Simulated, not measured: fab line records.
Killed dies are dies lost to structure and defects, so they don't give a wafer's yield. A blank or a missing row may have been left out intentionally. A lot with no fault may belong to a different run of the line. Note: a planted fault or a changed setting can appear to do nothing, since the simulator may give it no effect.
A struck lot beside a sound one ; flow nand_harc ; 25 steps out of a route of 1302
Sound: the wafers L315.1, L315.5, L315.6. Wafers L317.1, L317.3, L317.4 were the ones struck. The cause is named last.
Each step with rows lists, per side, the tool, then ch with its chambers, then its first start. Under that, the readings that differ: sound wafers ; struck wafers ; difference of the means ; sigmas: that difference in standard deviations of wafers without a fault.
alike: same words and numbers on both sides, and readings whose means sit less than 2 such deviations apart. not compared: any withheld reading, any reading some wafer has no value for, any bound like >300 that may hide the same value, and any number with overlapping values for which the record gives no deviation.
Wherever a step has rows on one side only, a row that says differs or no value, or a row with sigmas, the two part there. Non-overlapping numbers with no deviation appear without sigmas and do not part them. A reading that every wafer of one side lacks parts them only if that side has two wafers or more.

NHARC_A_CHANNEL_HOLE_D1_ETCH_39: etches the open film in N2/H2, target depth 260 nm, time 325 s.
  sound: rie_diel-09 ch 0,2,3; struck: rie_diel-09 ch 0,1,3
  alike: bias_w, drypump_motor_current_A, oes_product_au, rf_vpp_V, showerhead_plenum_p_Torr, throttle_valve_pct
  not compared: rf_hours_counter_h
then, 2 steps without rows for these wafers: NHARC_A_CHANNEL_HOLE_D1_ETCH_34 (etches the open film in CF4/CHF3, target depth 154 nm, time 77 s); NHARC_A_CHANNEL_HOLE_D1_ETCH_16 (etches the open film in O2/COS, target depth 3100 nm, time 806 s).
NHARC_A_CHANNEL_HOLE_D1_CD_MEAS_18:
  sound: cd_sem-01 at day 9 19:30; struck: cd_sem-03 at day 11 01:11
  alike: cd_nm
then, 1 step without rows for these wafers: NHARC_A_CHANNEL_HOLE_D1_ETCH_19 (etches the open film in C4F8/O2/Ar, time 34.5 s).
NHARC_A_CHANNEL_HOLE_D1_ETCH_20: etches the open film in C4F8/O2/Ar, time 361.9 s, target depth 1600 nm.
  sound on har_etch-02 ch 0,1, day 9 19:41; struck on har_etch-02 ch 0,1, day 11 01:26
  alike: drypump_motor_current_A, showerhead_plenum_p_Torr, throttle_valve_pct
  not compared: rf_hours_counter_h
then, 3 steps without rows for these wafers: NHARC_A_CHANNEL_HOLE_D1_ETCH_21 (etches the open film in C4F8/O2/Ar, time 514.3 s, target depth 1600 nm); NHARC_A_CHANNEL_HOLE_D1_ETCH_22 (etches the open film in C4F8/O2/Ar, time 666.7 s, target depth 1600 nm); NHARC_A_CHANNEL_HOLE_D1_ETCH_23 (etches the open film in C4F8/O2/Ar, time 819 s, target depth 1600 nm).
NHARC_A_CHANNEL_HOLE_D1_ETCH_24: etches the open film in C4F8/O2/Ar, time 906.2 s, target depth 1500 nm.
  sound on har_etch-02 ch 0,1, day 9 21:42; struck on har_etch-02 ch 0,1, day 11 03:32
  alike: drypump_motor_current_A, showerhead_plenum_p_Torr, throttle_valve_pct
  not compared: rf_hours_counter_h
then, 1 step without rows for these wafers: NHARC_A_CHANNEL_HOLE_D1_ETCH_25 (etches the open film in C4F8/O2/Ar, time 1040.2 s, target depth 1500 nm).
NHARC_A_CHANNEL_HOLE_D1_ETCH_26: etches the open film in C4F8/O2/Ar, time 224.1 s, target depth 300 nm.
  sound on har_etch-02 ch 0,1, day 9 23:21; struck on har_etch-02 ch 0,1, day 11 05:05
  alike: drypump_motor_current_A, showerhead_plenum_p_Torr, throttle_valve_pct
  not compared: rf_hours_counter_h
NHARC_A_CHANNEL_HOLE_D1_ETCH_33: etches the open film in C4F8/O2/Ar, time 90 s, target depth 400 nm.
  sound on har_etch-02 ch 0,1, day 9 23:33; struck on har_etch-02 ch 0,1, day 11 05:17
  alike: drypump_motor_current_A, showerhead_plenum_p_Torr, throttle_valve_pct
  not compared: rf_hours_counter_h
then, 7 steps without rows for these wafers: NHARC_A_CHANNEL_HOLE_D1_STRIP_41 (strips in N2/H2); NHARC_A_CHANNEL_HOLE_D1_STRIP_42 (strips in CF4/CHF3); NHARC_A_CHANNEL_HOLE_D1_STRIP_43 (strips in O2/COS); NHARC_A_CHANNEL_HOLE_D1_ETCH_44 (etches the open film in CF4/O2, target depth 140 nm, overetch 14 nm, time 77 s); NHARC_A_CHANNEL_HOLE_D1_STRIP_27 (strips in O2); NHARC_A_CHANNEL_HOLE_D1_PRECLEAN_28 (cleans in SC1); NHARC_A_CHANNEL_HOLE_D1_SRD_29.
NHARC_A_CHANNEL_HOLE_D1_CD_MEAS_30:
  sound: cd_sem-02 at day 10 01:05; struck: cd_sem-02 at day 11 06:48
  alike: cd_nm
NHARC_A_CHANNEL_HOLE_D1_XSEM_31:
  sound on xsem-02 ch 0, day 10 01:11; struck on xsem-02 ch 0, day 11 06:53
  alike: bot_cd_nm, bow_nm, tilt_deg
NHARC_A_CHANNEL_HOLE_D1_INSPECT_40:
  sound: defect_inspect-01 at day 10 01:16; struck: defect_inspect-01 at day 11 06:59
reading;sound;struck;difference;sigmas
raw_defect_count;78 100 68;730 725 742;+650;+24
then, 1 step without rows for these wafers: NHARC_A_CHANNEL_FILL_D1_PRECLEAN_00 (cleans in SC1).
-- the record jumps here: 16 days lie between the struck wafers' starts before and after (it left off in module A_CHANNEL_FILL_D1 and takes up again in module END, whose first step shown is number 1302 of the route) --
NHARC_END_SORT_01:
  sound on prober-01 ch 0, day 25 15:23; struck on prober-01 ch 0, day 26 22:57
  alike: killed_at_array, killed_at_other, killed_at_periphery, killed_dies, killed_open, killed_short

== WHERE THEY PART ==
At NHARC_A_CHANNEL_HOLE_D1_INSPECT_40 and nowhere else, as far as this record goes. Later steps at which nothing parts them and some readings are alike: NHARC_END_SORT_01.

WHY: whatever the simulator had introduced
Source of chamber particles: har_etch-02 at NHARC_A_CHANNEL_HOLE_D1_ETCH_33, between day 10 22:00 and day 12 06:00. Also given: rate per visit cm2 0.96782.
